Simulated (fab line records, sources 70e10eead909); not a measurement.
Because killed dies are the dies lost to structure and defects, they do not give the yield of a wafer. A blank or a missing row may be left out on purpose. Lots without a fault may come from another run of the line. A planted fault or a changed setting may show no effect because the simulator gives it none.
Chamber matching ; flow nand_harc ; NHARC_P_M0_PRE_CLEAN_31 on pecvd-03: 3 sister chambers
The step time 12 s. 20 wafers are shown with their chamber, then 10 later ones without.

== WAFERS PAIRED WITH THEIR CHAMBERS ==
wafer;chamber;heater_power_w (W)
L076.4;0;739
L076.5;1;631
L076.6;2;580
L077.1;1;551
L077.2;2;564
L077.4;1;558
L077.3;0;677
L077.5;2;559
L077.6;0;694
L078.2;0;704
L078.4;0;716
L078.6;1;632
L089.2;2;643
L089.3;1;603
L089.5;0;681
L088.2;2;544
L088.5;1;578
L088.6;2;533
L091.2;2;542
L091.3;0;696

SIGNATURES (means of the wafers above)
reading;chamber 0;chamber 1;chamber 2;scatter within a chamber
heater_power_w;701.00;592.17;566.43;31.9
Rule: distance of a wafer from a chamber = root of the sum over the readings of ((wafer's reading minus chamber's mean) / reading's scatter) squared. If the next closest chamber is less than 2 further off than the closest, the wafer can't be placed; otherwise it belongs to the closest. How the scatter is found: for the shown wafers, subtract from each reading the mean of its chamber, square and add these, divide the total by (wafers less chambers), then take the root.

== WAFERS WHOSE CHAMBER IS MISSING ==
wafer;heater_power_w (W)
L091.5;554
L095.1;665
L095.2;600
L095.6;676
L097.3;631
L097.4;711
L097.6;622
L097.1;685
L097.2;635
L097.5;627

== WHICH CHAMBER EACH WENT THROUGH ==
wafer;from the rows above;in truth
L091.5;can't be placed: 2 or 1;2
L095.1;can't be placed: 0 or 1 or 2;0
L095.2;can't be placed: 1 or 2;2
L095.6;can't be placed: 0 or 1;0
L097.3;can't be placed: 1 or 2 or 0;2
L097.4;0;0
L097.6;can't be placed: 1 or 2 or 0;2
L097.1;0;0
L097.2;can't be placed: 1 or 0 or 2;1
L097.5;can't be placed: 1 or 2 or 0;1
2 of 10 placed correctly. Not placeable from these rows: 8 (in 8, the candidates include the true chamber). 0 placed wrongly.
